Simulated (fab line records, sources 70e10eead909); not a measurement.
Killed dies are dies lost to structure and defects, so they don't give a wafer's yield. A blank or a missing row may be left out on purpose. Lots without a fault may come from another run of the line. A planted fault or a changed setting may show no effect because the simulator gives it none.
fab line records | flow nand_harc
record lots=5 wafers=15 last_day=24
route steps=1159 shown A_ONON_D1@428 A_CHANNEL_HOLE_D1@450 END@1159
lots that met no fault: from a run of the same line without faults
start_h: hours from the record's first day to the start of the lot's first wafer shown | wait_h: hours since the lot's step before | " the same as in the row above | L1.1+2: a row that stands for several wafers | - no value, or no start given | * or withheld: withheld | < > ~ a bound
route shown NAME@n: a module of which the file shows steps, and the number in the route of the first | usual: mean/standard deviation of fault-free wafers | same: alike in all rows | chamber/n: place in a boat | sites: the reading at each site | _std_site: their standard deviation | _edge_site: outer sites' mean less inner sites' | radius_mm: how far each site lies from the wafer's centre | mask NAME#n: copy n | behind: the tool/chamber that last shaped the wafer | hold: why the lot was held/for how many hours/how that ended | device: the transistor (n, p or np) that didn't switch | end of line: the same wafers' tests at the end of the route | a step without rows: its recipe alone | killed: dies lost to structure and defects at the first sort, not the wafer's yield | map: a wafer's dies, x killed, . not, _ none there
set.NAME: the setting as run; set.NAME@STEP: as run at that earlier step | model.NAME: the simulator's own value behind a step, which no gauge read
lots at some steps of the route; a table a step, a row a wafer
services: from which hour (start_h, from the record's first day; less than 0 if before it) a tool's chamber was out of use, for how many hours, and why
## steps
# step NHARC_A_ONON_D1_DEP_06
# recipe target_thk_a=10000 n2_flow_sccm=2750 n2o_flow_sccm=2000 nh3_flow_sccm=500 sih4_flow_sccm=210 temp_c=400
# step NHARC_A_ONON_D1_DEP_09
# recipe target_thk_a=10000 n2_flow_sccm=2750 n2o_flow_sccm=2000 nh3_flow_sccm=500 sih4_flow_sccm=210 temp_c=400
# step NHARC_A_ONON_D1_DEP_12
# recipe target_thk_a=10000 n2_flow_sccm=2750 n2o_flow_sccm=2000 nh3_flow_sccm=500 sih4_flow_sccm=210 temp_c=400
# step NHARC_A_ONON_D1_ANNEAL_15
# recipe temp_c=750 time_s=3600
# step NHARC_A_ONON_D1_DEP_16
# recipe target_thk_a=10000 n2_flow_sccm=2750 n2o_flow_sccm=2000 nh3_flow_sccm=500 sih4_flow_sccm=210 temp_c=400
# step NHARC_A_ONON_D1_DEP_19
# recipe target_thk_a=10000 n2_flow_sccm=2750 n2o_flow_sccm=2000 nh3_flow_sccm=500 sih4_flow_sccm=210 temp_c=400
# step NHARC_A_ONON_D1_DEP_22
# recipe target_thk_a=10000 n2_flow_sccm=2750 n2o_flow_sccm=2000 nh3_flow_sccm=500 sih4_flow_sccm=210 temp_c=400
# usual sih4_flow_sccm=210.1/0.61
# columns lot.wafer tool chamber start_h wait_h sih4_flow_sccm
L462.2 pecvd_onon-01 0 183.49 0.1 209.9
L462.3 " 0 " " 209.9
L462.4 " 0 " " 209.5
L471.1 pecvd_onon-01 0 242.59 0.1 210.0
L471.2 " 0 " " 210.5
L471.4 " 0 " " 209.4
L469.2 pecvd_onon-01 0 243.00 0.1 210.6
L469.3 " 0 " " 210.3
L469.4 " 0 " " 210.5
L472.3 pecvd_onon-01 0 258.42 0.2 211.8
L472.5 " 0 " " 210.6
L472.6 " 0 " " 210.4
L479.4 pecvd_onon-04 0 289.29 0.2 210.8
L479.5 " 0 " " 209.9
L479.6 " 0 " " 210.0
# step NHARC_A_ONON_D1_DEP_25
# recipe target_thk_a=10000 n2_flow_sccm=2750 n2o_flow_sccm=2000 nh3_flow_sccm=500 sih4_flow_sccm=210 temp_c=400
# step NHARC_A_ONON_D1_DEP_28
# recipe target_thk_a=10000 n2_flow_sccm=2750 n2o_flow_sccm=2000 nh3_flow_sccm=500 sih4_flow_sccm=210 temp_c=400
# step NHARC_A_ONON_D1_DEP_33
# recipe target_thk_a=2000 temp_c=400 pressure_torr=6.5 rf_w=900 teos_flow_sccm=161.4 flow_sccm=2650 target_thk_nm=200 gas=O2 material=SiO2
# step NHARC_A_CHANNEL_HOLE_D1_DEP_00
# recipe target_thk_a=31000 temp_c=400 material=aC
# step NHARC_A_CHANNEL_HOLE_D1_DEP_01
# recipe target_thk_a=1400 target_thk_nm=140 temp_c=400 pressure_torr=3.5 flow_sccm=200 rf_w=350 material=SiON
# step NHARC_A_CHANNEL_HOLE_D1_DEHYDRATE_02
# recipe temp_c=150 time_s=120
# step NHARC_A_CHANNEL_HOLE_D1_HMDS_03
# recipe time_s=30
# step NHARC_A_CHANNEL_HOLE_D1_COAT_36
# recipe temp_c=260 time_s=75
# step NHARC_A_CHANNEL_HOLE_D1_COAT_37
# recipe temp_c=225 time_s=65
# step NHARC_A_CHANNEL_HOLE_D1_COAT_04
# recipe spin_rpm=1500 resist_thk_nm=90
# step NHARC_A_CHANNEL_HOLE_D1_SOFTBAKE_05
# recipe temp_c=105 time_s=55
# step NHARC_A_CHANNEL_HOLE_D1_EBR_06
# step NHARC_A_CHANNEL_HOLE_D1_EXPOSE_07
# recipe na=1.35 target_cd_nm=100 sigma_outer=0.3 dose_mj=59.65 mask_id=HOLE_D1
# step NHARC_A_CHANNEL_HOLE_D1_PEB_08
# recipe peb_temp_c=100 peb_time_s=65
# step NHARC_A_CHANNEL_HOLE_D1_DEVELOP_09
# recipe develop_time_s=35 dev_temp_c=23
# step NHARC_A_CHANNEL_HOLE_D1_DESCUM_15
# recipe time_s=3 o2_flow_sccm=200 ar_flow_sccm=0 bias_power_w=0 chemistry=O2
# step NHARC_A_CHANNEL_HOLE_D1_ETCH_38
# recipe target_depth_a=390 over_etch_frac=0.3 time_s=65 ion_energy_ev=80 cf4_flow_sccm=150 ar_flow_sccm=0 rf_w=300 bias_w=100 chemistry=CF4
# step NHARC_A_CHANNEL_HOLE_D1_ETCH_39
# recipe target_depth_a=2600 over_etch_frac=0.3 time_s=325 ion_energy_ev=200 n2_flow_sccm=150 h2_flow_sccm=150 ar_flow_sccm=0 rf_w=400 bias_w=150 chemistry=N2/H2
# step NHARC_A_CHANNEL_HOLE_D1_ETCH_34
# recipe target_depth_a=1540 time_s=77 cf4_flow_sccm=100 chf3_flow_sccm=30 ar_flow_sccm=0 rf_w=500 bias_w=200 chemistry=CF4/CHF3
# step NHARC_A_CHANNEL_HOLE_D1_ETCH_16
# recipe target_depth_a=31000 over_etch_frac=0.3 time_s=806 ion_energy_ev=150 o2_flow_sccm=400 cos_flow_sccm=20 ar_flow_sccm=0 rf_w=500 bias_w=300 chemistry=O2/COS
# step NHARC_END_SORT_01
# recipe temp_c=25
# usual killed_at_array=27/8 killed_at_other=0.8/1.2 killed_at_periphery=3.3/2.3 killed_dies=31/8.8 killed_open=3.2/2.1 killed_short=2.1/1.4
# same gross_dies=677
# columns lot.wafer tool chamber start_h wait_h killed_at_array killed_at_other killed_at_periphery killed_dies killed_open killed_short
L471.1 prober-02 0 509.59 2.5 66 0 5 71 4 0
L471.2 prober-02 0 510.39 2.8 61 0 3 64 1 2
L471.4 prober-02 0 511.98 3.4 69 0 1 70 2 1
L469.2 prober-01 0 530.58 2.8 69 1 3 73 2 2
L469.3 prober-01 0 531.39 3.1 81 0 3 84 7 1
L469.4 prober-01 0 532.19 3.4 80 5 2 87 3 2
L472.3 prober-02 0 531.34 3.1 66 2 3 71 5 4
L472.5 prober-02 0 532.96 3.7 65 1 5 71 3 3
L472.6 prober-02 0 533.78 4.1 59 2 2 63 2 3
# killed by level:class
L471.1 A_ONON_D1:unspecified=44 A_CHANNEL_HOLE_D1:chamber_film_flake=15 P_GATE:chamber_film_flake=3 A_CONTACT:chamber_film_flake=3 A_STAIRCASE:chamber_film_flake=2 P_STI:geometric_particle:open=1 P_M1:geometric_particle:open=1 A_CHANNEL_FILL_D1:geometric_particle:open=1
L471.2 A_ONON_D1:unspecified=38 A_CHANNEL_HOLE_D1:chamber_film_flake=12 A_CONTACT:chamber_film_flake=8 P_GATE:chamber_film_flake=3 A_ONON_D1:geometric_particle:open=1 A_WL_FILL:geometric_particle:short=1 A_M0:geometric_particle:short=1
L471.4 A_ONON_D1:unspecified=41 A_CHANNEL_HOLE_D1:chamber_film_flake=18 A_CONTACT:chamber_film_flake=8 P_STI:geometric_particle:short=1 A_WL_FILL:geometric_particle:open=1 A_M0:geometric_particle:open=1
L469.2 A_ONON_D1:unspecified=37 A_CHANNEL_HOLE_D1:chamber_film_flake=11 A_SLIT:chamber_film_flake=10 A_STAIRCASE:chamber_film_flake=3 A_CONTACT:chamber_film_flake=3 A_M0:chamber_film_flake=2 P_GATE:geometric_particle:open=1 P_M0:geometric_particle:short=1
L472.3 A_ONON_D1:unspecified=40 A_CHANNEL_HOLE_D1:chamber_film_flake=14 A_CONTACT:chamber_film_flake=3 P_GATE:chamber_film_flake=2 THIN_TSV:chamber_film_flake=2 P_GATE:geometric_particle:short=1 A_SOURCE_PLATE:geometric_particle:open=1 A_ONON_D1:geometric_particle:short=1
L469.3 A_ONON_D1:unspecified=41 A_CHANNEL_HOLE_D1:chamber_film_flake=17 A_SLIT:chamber_film_flake=11 A_CONTACT:chamber_film_flake=6 A_CHANNEL_FILL_D1:geometric_particle:open=3 P_STI:geometric_particle:open=1 P_M0:geometric_particle:open=1 A_ONON_D1:geometric_particle:short=1
L469.4 A_ONON_D1:unspecified=40 A_CHANNEL_HOLE_D1:chamber_film_flake=18 A_SLIT:chamber_film_flake=10 A_CONTACT:chamber_film_flake=5 THIN_TSV:chamber_film_flake=5 A_M0:geometric_particle:open=2 P_CONTACT:geometric_particle:short=1 A_CHANNEL_FILL_D1:geometric_particle:short=1
L472.5 A_ONON_D1:unspecified=38 A_CHANNEL_HOLE_D1:chamber_film_flake=18 A_CONTACT:chamber_film_flake=4 P_M1:chamber_film_flake=3 P_CONTACT:geometric_particle:short=1 A_ONON_D1:geometric_particle:open=1 A_WL_FILL:geometric_particle:short=1 A_CONTACT:geometric_particle:open=1
L472.6 A_ONON_D1:unspecified=37 A_CHANNEL_HOLE_D1:chamber_film_flake=12 A_CONTACT:chamber_film_flake=3 A_CONTACT:geometric_particle:open=2 A_STAIRCASE:chamber_film_flake=2 THIN_TSV:chamber_film_flake=2 A_ONON_D1:geometric_particle:short=1 A_CHANNEL_FILL_D1:geometric_particle:short=1
# map L469.4 (x killed, . not)
____________.____________
_________......x_________
_______.........xx_______
______..........xxx______
_____...........xxxx_____
____.........x..xxxxx____
____............xxxxx____
___...x.x.x.....xxxxxx___
___..x...........xxxxx___
__.xx.x..........x.xxxx__
__.................x.xx__
_.....xxx..........x...._
_..x..x.x........x......_
_.......x..............._
_...........x..........._
_.............x..x......_
.......x.......x.........
............x.xx.........
...........x...xx........
.........x...xx.x...x....
.............x.x.........
_x...........x.........._
_.............x........._
_......................._
_........x....x........._
_......................._
__.....................__
__..........x..x.......__
___..x......x.........___
___..x................___
____.................____
____..x..............____
_____...x.....x....._____
______.............______
_______..........._______
_________......._________
____________.____________
# map L471.1 (x killed, . not)
____________.____________
_________......._________
_______........xxx_______
______.........xxxx______
_____...........xxxx_____
____...........xxxxxx____
____............xxxxx____
___............xxxxxxx___
___..............xxxxx___
__.....x..........xxxxx__
__...................xx__
_..................x.x.x_
_.............x........._
_......................._
_......................._
_..............x.x......_
..........x...x..........
..........x.x.xxxx.......
...............x.........
..........x..x....xx.....
.............x.xx........
_.............xx........_
_...............x......._
_......................._
_......................._
_......................._
__.....................__
__.....................__
___...................___
___........x..........___
____...x.....x......x____
____.................____
_____..............._____
______.............______
_______..........._______
_________......._________
____________.____________
## services
# columns tool chamber start_h hours kind
pecvd_onon-01 - 195.00 13.0 pm
pecvd_onon-04 - 237.00 13.0 pm
## key
first_sign step=NHARC_END_SORT_01 reading=killed_at_array direction=up sigmas=5.2 usual=27 struck=68
effect step=NHARC_END_SORT_01 reading=killed_dies direction=up sigmas=4.7 usual=31 struck=73
more_kills_born_at NHARC_A_ONON_D1_DEP_22@pecvd_onon-01=356
met_at NHARC_A_ONON_D1_DEP_22
struck_wafers L469.2,L469.3,L469.4,L471.1,L471.2,L471.4,L472.3,L472.5,L472.6
tester_left_out L469,L471,L472
fault kind=chamber_particle_source tool=pecvd_onon-01 chamber=- onset_h=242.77 steps=NHARC_A_ONON_D1_DEP_22 rate_per_visit_cm2=1.5816 end_h=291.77
# tester_left_out: of these lots the tester's yield and bins aren't shown, on N5 and GAA mostly nor the transistor test; their killed dies are dies lost to structure and defects alone, not to doping, threshold or leakage, so they don't give the yield
